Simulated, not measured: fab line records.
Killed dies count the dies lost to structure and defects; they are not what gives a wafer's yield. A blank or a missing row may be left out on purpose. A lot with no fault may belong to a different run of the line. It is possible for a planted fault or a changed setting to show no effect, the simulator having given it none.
Which tool is to blame? | flow nand-harc | 72 wafers from 24 lots sampled at 6 of the route's 1302 steps

## WHAT EACH GAUGE READ, for each wafer
NHARC_P_M1_INSPECT_27. Usual: raw-defect-count reads 304 (standard deviation 120).
lot  | measured     | on                | raw-defect-count | flag
L074 | day 6 13:07  | defect-inspect-01 | 195 336 240      |
L075 | day 6 16:20  | defect-inspect-02 | 98 211 180       |
L076 | day 6 23:43  | defect-inspect-01 | 326 504 346      |
L077 | day 7 18:08  | defect-inspect-02 | 248 272 242      |
L078 | day 8 06:02  | defect-inspect-01 | 368 284 523      |
L079 | day 8 12:55  | defect-inspect-01 | 288 426 223      |
L080 | day 8 20:33  | defect-inspect-02 | 398 232 338      |
L081 | day 9 13:10  | defect-inspect-01 | 223 146 336      |
L082 | day 9 17:40  | defect-inspect-02 | 386 288 422      |
L083 | day 10 02:44 | defect-inspect-01 | 518 267 412      |
L084 | day 10 08:32 | defect-inspect-02 | 210 205 190      |
L085 | day 10 23:33 | defect-inspect-01 | 514 638 483      |
L086 | day 11 12:25 | defect-inspect-01 | 284 292 426      |
L087 | day 12 12:08 | defect-inspect-02 | 354 185 277      |
L089 | day 12 13:50 | defect-inspect-01 | 267 328 292      |
L088 | day 12 14:10 | defect-inspect-02 | 197 429 514      |
L090 | day 13 05:34 | defect-inspect-02 | 257 326 281      |
L091 | day 13 12:55 | defect-inspect-01 | 167 192 167      |
L092 | day 13 19:17 | defect-inspect-01 | 195 260 167      |
L093 | day 14 10:39 | defect-inspect-01 | 300 222 577      |
L094 | day 14 15:07 | defect-inspect-02 | 398 285 159      |
L095 | day 14 23:14 | defect-inspect-01 | 361 218 186      |
L097 | day 15 18:28 | defect-inspect-02 | 221 232 252      |
L096 | day 15 19:31 | defect-inspect-02 | 207 192 290      |

NHARC_P_M2_OVL_MEAS_10: pitch 340 nm. Usual: overlay-x-nm 0.0 nm, standard deviation 0.88; overlay-y-nm 0.0 nm, standard deviation 0.65.
lot  | measured     | on         | overlay-x-nm (nm) | overlay-y-nm (nm) | flag
L074 | day 6 14:28  | overlay-02 | -1.0 -0.6 -0.8    | -0.5 -0.3 -0.3    |
L075 | day 6 17:42  | overlay-01 | -0.1 -1.0 -0.7    | -0.4 -1.5 -1.1    |
L076 | day 7 01:12  | overlay-01 | -0.3 -0.1 0.6     | -0.3 0.2 -0.7     |
L077 | day 7 19:29  | overlay-02 | 0.2 -0.7 -0.1     | 0.4 -0.1 0.4      |
L078 | day 8 07:30  | overlay-02 | -0.2 -0.2 0.4     | 1.2 -0.1 1.1      |
L079 | day 8 14:17  | overlay-01 | 0.5 0.4 0.9       | -0.3 -0.8 -0.5    |
L080 | day 8 22:01  | overlay-02 | -0.9 -0.1 -0.7    | 0.7 0.5 0.9       |
L081 | day 9 14:40  | overlay-02 | -0.1 -0.5 0.3     | 0.0 0.2 0.7       |
L082 | day 9 19:08  | overlay-02 | -0.5 -0.6 0.1     | 1.1 0.9 0.5       |
L083 | day 10 04:06 | overlay-02 | 1.6 0.5 -0.1      | 0.7 0.9 0.5       |
L084 | day 10 10:01 | overlay-01 | 1.5 0.7 1.2       | 0.4 0.4 0.4       |
L085 | day 11 01:02 | overlay-01 | 1.2 1.1 0.8       | -0.2 -0.1 0.4     |
L086 | day 11 13:47 | overlay-02 | -0.1 -0.2 0.6     | -1.0 -0.7 -1.7    |
L087 | day 12 13:37 | overlay-01 | -2.1 -2.3 -2.4    | 0.3 -0.3 -0.3     |
L089 | day 12 15:19 | overlay-02 | -0.3 -1.1 -0.8    | -0.3 0.0 -0.3     |
L088 | day 12 15:38 | overlay-01 | 0.9 0.4 0.9       | 0.5 -0.4 -0.6     |
L090 | day 13 06:55 | overlay-01 | -0.5 -0.8 0.3     | -0.5 -0.4 0.0     |
L091 | day 13 14:25 | overlay-02 | -0.6 -0.4 -0.3    | -0.2 0.0 -0.4     |
L092 | day 13 20:44 | overlay-02 | -0.6 -0.7 -0.5    | -1.3 -0.4 -0.8    |
L093 | day 14 11:59 | overlay-02 | 1.4 1.2 1.1       | 0.8 1.7 1.3       |
L094 | day 14 16:36 | overlay-02 | 0.3 -0.3 0.3      | 0.0 -0.7 -0.9     |
L095 | day 15 00:44 | overlay-02 | 0.0 -0.5 -0.8     | 0.6 0.2 0.8       |
L097 | day 15 19:57 | overlay-01 | 0.3 1.0 0.9       | -0.2 -0.4 -0.3    |
L096 | day 15 21:03 | overlay-01 | 1.2 1.0 1.0       | 0.3 0.2 0.3       |

## WHICH TOOL RAN EACH LOT (tool, then ch and the chambers of the sampled wafers, then the start)
lot  | NHARC_P_M0_ETCH_15                            | NHARC_P_M0_PRE_CLEAN_29                 | NHARC_P_M1_PRE_CLEAN_30                 | NHARC_P_M1_PRE_CLEAN_32
L074 | rie-diel-04 ch 1,3, day 6 06:35               | pvd-sputter-03, day 6 13:07 or earlier  | pvd-sputter-01, day 6 13:07 or earlier  | pecvd-03 ch 0,1,2, day 6 13:11
L075 | rie-diel-04 ch 0,3, day 6 16:20 or earlier    | pvd-sputter-02, day 6 16:20 or earlier  | pvd-sputter-01, day 6 16:20 or earlier  | pecvd-03 ch 0,2, day 6 16:25
L076 | rie-diel-07 ch 0,3, day 6 23:43 or earlier    | pvd-sputter-01, day 6 23:43 or earlier  | pvd-sputter-03, day 6 23:43 or earlier  | pecvd-01 ch 0,1, day 6 23:49
L077 | rie-diel-09 ch 0,1, day 7 18:08 or earlier    | pvd-sputter-01, day 7 18:08 or earlier  | pvd-sputter-02, day 7 18:08 or earlier  | pecvd-03 ch 0,1, day 7 18:12
L078 | rie-diel-09 ch 0,2,3, day 8 06:02 or earlier  | pvd-sputter-02, day 8 06:02 or earlier  | pvd-sputter-01, day 8 06:02 or earlier  | pecvd-02 ch 0,1, day 8 06:07
L079 | rie-diel-09 ch 0,1,2, day 8 12:55 or earlier  | pvd-sputter-03, day 8 12:55 or earlier  | pvd-sputter-03, day 8 12:55 or earlier  | pecvd-01 ch 0,2, day 8 13:00
L080 | rie-diel-07 ch 0,2, day 8 20:33 or earlier    | pvd-sputter-01, day 8 20:33 or earlier  | pvd-sputter-02, day 8 20:33 or earlier  | pecvd-01 ch 0,2, day 8 20:37
L081 | rie-diel-09 ch 1,2, day 9 13:10 or earlier    | pvd-sputter-01, day 9 13:10 or earlier  | pvd-sputter-02, day 9 13:10 or earlier  | pecvd-02 ch 0,1,2, day 9 13:15
L082 | rie-diel-07 ch 1,2, day 9 17:40 or earlier    | pvd-sputter-03, day 9 17:40 or earlier  | pvd-sputter-01, day 9 17:40 or earlier  | pecvd-02 ch 0,1,2, day 9 17:44
L083 | rie-diel-04 ch 2,3, day 9 20:59 or earlier    | pvd-sputter-01, day 9 20:59             | pvd-sputter-02, day 10 02:44 or earlier | pecvd-02 ch 0,2, day 10 02:49
L084 | rie-diel-09 ch 1,2,3, day 10 08:32 or earlier | pvd-sputter-03, day 10 08:32 or earlier | pvd-sputter-03, day 10 08:32 or earlier | pecvd-02 ch 0,1,2, day 10 08:37
L085 | rie-diel-09 ch 0,1,3, day 10 23:33 or earlier | pvd-sputter-03, day 10 23:33 or earlier | pvd-sputter-01, day 10 23:33 or earlier | pecvd-03 ch 0,2, day 10 23:37
L086 | rie-diel-07 ch 0,1,2, day 11 12:25 or earlier | pvd-sputter-03, day 11 12:25 or earlier | pvd-sputter-01, day 11 12:25 or earlier | pecvd-01 ch 1,2, day 11 12:31
L087 | rie-diel-07 ch 2,3, day 12 12:08 or earlier   | pvd-sputter-03, day 12 12:08 or earlier | pvd-sputter-02, day 12 12:08 or earlier | pecvd-03 ch 0,1,2, day 12 12:13
L089 | rie-diel-09 ch 0,1, day 12 13:50 or earlier   | pvd-sputter-03, day 12 13:50 or earlier | pvd-sputter-01, day 12 13:50 or earlier | pecvd-02 ch 0,1,2, day 12 13:55
L088 | rie-diel-07 ch 0,1, day 12 14:10 or earlier   | pvd-sputter-01, day 12 14:10 or earlier | pvd-sputter-02, day 12 14:10 or earlier | pecvd-03 ch 0,1,2, day 12 14:15
L090 | rie-diel-07 ch 0,2,3, day 13 05:34 or earlier | pvd-sputter-01, day 13 05:34 or earlier | pvd-sputter-03, day 13 05:34 or earlier | pecvd-01 ch 0,1, day 13 05:38
L091 | rie-diel-07 ch 0,2,3, day 13 12:55 or earlier | pvd-sputter-03, day 13 12:55 or earlier | pvd-sputter-03, day 13 12:55 or earlier | pecvd-02 ch 0,1,2, day 13 13:01
L092 | rie-diel-09 ch 0,1,3, day 13 19:17 or earlier | pvd-sputter-02, day 13 19:17 or earlier | pvd-sputter-01, day 13 19:17 or earlier | pecvd-03 ch 1,2, day 13 19:20
L093 | rie-diel-09 ch 2,3, day 14 10:39 or earlier   | pvd-sputter-01, day 14 10:39 or earlier | pvd-sputter-02, day 14 10:39 or earlier | pecvd-03 ch 1,2, day 14 10:44
L094 | rie-diel-07 ch 1,2,3, day 14 15:07 or earlier | pvd-sputter-01, day 14 15:07 or earlier | pvd-sputter-02, day 14 15:07 or earlier | pecvd-03 ch 0,2, day 14 15:11
L095 | rie-diel-04 ch 2,3, day 14 23:14 or earlier   | pvd-sputter-02, day 14 23:14 or earlier | pvd-sputter-01, day 14 23:14 or earlier | pecvd-03 ch 0,1,2, day 14 23:19
L097 | rie-diel-09 ch 1,2,3, day 15 18:28 or earlier | pvd-sputter-01, day 15 18:28 or earlier | pvd-sputter-01, day 15 18:28 or earlier | pecvd-03 ch 0,1,2, day 15 18:33
L096 | rie-diel-07 ch 0,2,3, day 15 19:31 or earlier | pvd-sputter-02, day 15 19:31 or earlier | pvd-sputter-02, day 15 19:31 or earlier | pecvd-01 ch 1,2, day 15 19:35
- NHARC_P_M0_ETCH_15: etches the open film in C4F8/Ar, target depth 150 nm, overetch 15 nm, time 82.5 s.
- NHARC_P_M0_PRE_CLEAN_29: time 30 s.
- NHARC_P_M1_PRE_CLEAN_30: time 30 s.
- NHARC_P_M1_PRE_CLEAN_32: time 12 s.

## WHAT THE TOOLS THEMSELVES READ (means of the sampled wafers that have a number; where no wafer has one, the mark that the record gives instead)
NHARC_P_M0_ETCH_15. Usual: oes-product-au 0.949 a.u., standard deviation 0.022; rf-fwd-power-W 596.0 W, standard deviation 2; rf-vpp-V 440.9 V, standard deviation 2.6.
lot  | tool        | oes-product-au (a.u.) | rf-fwd-power-W (W) | rf-vpp-V (V) | flag
L074 | rie-diel-04 | 0.931                 | 596.7              | 440.3        |
L075 | rie-diel-04 | 0.922                 | 597.8              | 438.4        |
L076 | rie-diel-07 | 0.960                 | 594.8              | 440.7        |
L077 | rie-diel-09 | 0.961                 | 596.5              | 439.4        |
L078 | rie-diel-09 | 0.970                 | 595.9              | 440.9        |
L079 | rie-diel-09 | 0.972                 | 595.7              | 438.8        |
L080 | rie-diel-07 | 0.962                 | 595.5              | 442.7        |
L081 | rie-diel-09 | 0.968                 | 597.7              | 438.3        |
L082 | rie-diel-07 | 0.960                 | 596.9              | 442.7        |
L083 | rie-diel-04 | 0.922                 | 597.9              | 438.5        |
L084 | rie-diel-09 | 0.958                 | 595.3              | 441.2        |
L085 | rie-diel-09 | 0.972                 | 594.7              | 440.4        |
L086 | rie-diel-07 | 0.921                 | 596.7              | 443.2        |
L087 | rie-diel-07 | 0.920                 | 596.3              | 440.6        |
L089 | rie-diel-09 | 0.954                 | 595.5              | 439.5        |
L088 | rie-diel-07 | 0.977                 | 597.1              | 444.3        |
L090 | rie-diel-07 | 0.929                 | 595.5              | 441.0        |
L091 | rie-diel-07 | 0.923                 | 596.5              | 441.2        |
L092 | rie-diel-09 | 0.919                 | 594.5              | 440.1        |
L093 | rie-diel-09 | 0.964                 | 595.3              | 440.1        |
L094 | rie-diel-07 | 0.955                 | 596.9              | 442.2        |
L095 | rie-diel-04 | 0.927                 | 594.8              | 440.0        |
L097 | rie-diel-09 | 0.975                 | 596.8              | 440.7        |
L096 | rie-diel-07 | 0.968                 | 596.2              | 441.1        |

NHARC_P_M0_PRE_CLEAN_29. Usual: heater-power-w reads 402 W (standard deviation 38).
lot  | tool           | heater-power-w (W) | flag
L074 | pvd-sputter-03 | 388                |
L075 | pvd-sputter-02 | 443                |
L076 | pvd-sputter-01 | 426                |
L077 | pvd-sputter-01 | 397                |
L078 | pvd-sputter-02 | 415                |
L079 | pvd-sputter-03 | 436                |
L080 | pvd-sputter-01 | 400                |
L081 | pvd-sputter-01 | 409                |
L082 | pvd-sputter-03 | 371                |
L083 | pvd-sputter-01 | 398                |
L084 | pvd-sputter-03 | 395                |
L085 | pvd-sputter-03 | 375                |
L086 | pvd-sputter-03 | 356                |
L087 | pvd-sputter-03 | 420                |
L089 | pvd-sputter-03 | 378                |
L088 | pvd-sputter-01 | 417                |
L090 | pvd-sputter-01 | 403                |
L091 | pvd-sputter-03 | 380                |
L092 | pvd-sputter-02 | 451                |
L093 | pvd-sputter-01 | 397                |
L094 | pvd-sputter-01 | 414                |
L095 | pvd-sputter-02 | 414                |
L097 | pvd-sputter-01 | 387                |
L096 | pvd-sputter-02 | 453                |

NHARC_P_M1_PRE_CLEAN_30. Usual: heater-power-w reads 411 W (standard deviation 38).
lot  | tool           | heater-power-w (W) | flag
L074 | pvd-sputter-01 | 393                |
L075 | pvd-sputter-01 | 400                |
L076 | pvd-sputter-03 | 358                |
L077 | pvd-sputter-02 | 455                |
L078 | pvd-sputter-01 | 403                |
L079 | pvd-sputter-03 | 431                |
L080 | pvd-sputter-02 | 427                |
L081 | pvd-sputter-02 | 430                |
L082 | pvd-sputter-01 | 399                |
L083 | pvd-sputter-02 | 431                |
L084 | pvd-sputter-03 | 394                |
L085 | pvd-sputter-01 | 407                |
L086 | pvd-sputter-01 | 395                |
L087 | pvd-sputter-02 | 456                |
L089 | pvd-sputter-01 | 397                |
L088 | pvd-sputter-02 | 454                |
L090 | pvd-sputter-03 | 410                |
L091 | pvd-sputter-03 | 406                |
L092 | pvd-sputter-01 | 393                |
L093 | pvd-sputter-02 | 447                |
L094 | pvd-sputter-02 | 447                |
L095 | pvd-sputter-01 | 403                |
L097 | pvd-sputter-01 | 399                |
L096 | pvd-sputter-02 | 449                |

NHARC_P_M1_PRE_CLEAN_32. Usual: heater-power-w 644 W, standard deviation 74; rf-fwd-power-W 292.7 W, standard deviation 0.91.
lot  | tool     | heater-power-w (W) | rf-fwd-power-W (W) | flag
L074 | pecvd-03 | 688                | 293.1              |
L075 | pecvd-03 | 681                | 292.4              |
L076 | pecvd-01 | 680                | 292.4              |
L077 | pecvd-03 | 626                | 292.3              |
L078 | pecvd-02 | 673                | 292.9              |
L079 | pecvd-01 | 615                | 293.8              |
L080 | pecvd-01 | 675                | 292.9              |
L081 | pecvd-02 | 691                | 292.3              |
L082 | pecvd-02 | 652                | 292.5              |
L083 | pecvd-02 | 659                | 293.0              |
L084 | pecvd-02 | 663                | 291.5              |
L085 | pecvd-03 | 652                | 292.9              |
L086 | pecvd-01 | 594                | 292.9              |
L087 | pecvd-03 | 642                | 292.1              |
L089 | pecvd-02 | 653                | 291.5              |
L088 | pecvd-03 | 647                | 292.6              |
L090 | pecvd-01 | 626                | 293.0              |
L091 | pecvd-02 | 688                | 291.9              |
L092 | pecvd-03 | 576                | 292.2              |
L093 | pecvd-03 | 573                | 292.6              |
L094 | pecvd-03 | 723                | 292.1              |
L095 | pecvd-03 | 653                | 292.7              |
L097 | pecvd-03 | 614                | 293.7              |
L096 | pecvd-01 | 556                | 293.5              |

## THE ANSWER, worked out from the rows above alone
Rule: take the mean of a lot's wafers that have a number; if it is more than 3 standard deviations from the usual mean, the lot is off. Also off: a lot with no number at a reading for which 4 or more lots have one. All remaining lots with rows at the step are treated as sound. After the gauges, taken in route order, come the tools' own readings; for these a lot's mean is taken, as printed above. At the first step where some lot is off, the reading lying furthest off is the one used; lots without a number count as furthest.
Nothing can be told from this: no lot is off at any reading shown.

## WHAT THE SIMULATOR PUT IN
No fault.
